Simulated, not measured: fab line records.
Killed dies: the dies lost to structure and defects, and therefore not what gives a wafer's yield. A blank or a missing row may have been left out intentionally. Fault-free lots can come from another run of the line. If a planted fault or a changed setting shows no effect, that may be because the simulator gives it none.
The same fault as seen by 3 desks | flow n5 finfet | numbers are kept per desk, each desk with only its own; the story behind them comes last

== AT THE TOOL OWNER'S DESK: rie diel-06 ==
The tool's own readings at N5_BEOL_M12_ETCH_38 (etches SiCN in CF4/N2, target depth 68.7 nm, time 73.4 s): means of the sampled wafers that have a number, for each lot that ran on this tool. Any lot whose mean is over 4 standard deviations away from the usual mean is out of limits and marked OUT; that distance is given in the brackets.
Columns: A = drypump motor current A at N5_BEOL_M12_ETCH_38, usual 5.8 A; B = oes product au at N5_BEOL_M12_ETCH_38, usual 0.78 a.u.; C = rf vpp V at N5_BEOL_M12_ETCH_38, usual 382.4 V; D = showerhead plenum p Torr at N5_BEOL_M12_ETCH_38, usual 2.21 Torr; E = throttle valve pct at N5_BEOL_M12_ETCH_38, usual 15.55 %
lot  | first seen here | A   | B    | C     | D    | E
L749 | day 11 17:26    | 5.7 | 0.80 | 382.4 | 2.22 | 15.39
L751 | day 12 11:14    | 6.8 | 0.84 | 384.9 | 2.32 | 15.39
L753 | day 12 22:10    | 5.7 | 0.78 | 383.0 | 2.21 | 15.40
L755 | day 13 17:11    | 5.8 | 0.74 | 381.1 | 2.21 | 15.40
This desk's finding: nothing out of limits on any of the 4 lots.

== FROM THE METROLOGY DESK ==
Means of the sampled wafers that have a number, per lot and without regard to the tool the lot ran on: this is what the gauges read. Any lot whose mean is over 4 standard deviations away from the usual mean is out of limits and marked OUT; that distance is given in the brackets.
Columns: A = cd nm at N5_BEOL_M12_CD_MEAS_28, usual 160.8 nm; B = M12_OVL at N5_BEOL_M12_OVL_MEAS_29, usual 6 nm; C = trench depth nm at N5_BEOL_M12_OCD_MEAS_35, usual 317 nm; D = M12_THK at N5_BEOL_M12_THK_MEAS_50, usual 308 nm
lot  | first seen here | A     | B  | C   | D
L749 | day 11 12:56    | 161.5 | 10 | 317 | 312
L750 | day 12 08:02    | 161.0 | 8  | 317 | 304
L751 | day 12 09:01    | 163.5 | 5  | 312 | 305
L753 | day 12 19:58    | 160.5 | 0  | 316 | 307
L755 | day 13 14:28    | 162.7 | -2 | 320 | 314
L762 | day 14 22:34    | 159.9 | 2  | 318 | 309
L766 | day 15 22:59    | 159.5 | 6  | 318 | 310
This desk's finding: nothing out of limits on any of the 7 lots.

== THE DEFECT DESK ==
For each lot, the counts of the inspections along the route, averaged over the sampled wafers that have a number. Any lot whose mean is over 4 standard deviations away from the usual mean is out of limits and marked OUT; that distance is given in the brackets.
Columns: A = raw defect count at N5_BEOL_M12_INSPECT_30, usual 1.9
lot  | first seen here | A
L749 | day 11 12:59    | 2.7
L750 | day 12 08:05    | 3.3
L751 | day 12 09:04    | 2.5
L753 | day 12 20:02    | 3.3
L755 | day 13 14:31    | 2.5
L762 | day 14 22:37    | 2.3
L766 | day 15 23:02    | 0.7
This desk's finding: nothing out of limits on any of the 7 lots.

== TAKEN TOGETHER ==
The tool owner's desk saw nothing out of limits.
From the metrology desk's view, nothing was out of limits.
Nothing the defect desk looked at was out of limits.

== WHAT THE SIMULATOR HAD INSERTED ==
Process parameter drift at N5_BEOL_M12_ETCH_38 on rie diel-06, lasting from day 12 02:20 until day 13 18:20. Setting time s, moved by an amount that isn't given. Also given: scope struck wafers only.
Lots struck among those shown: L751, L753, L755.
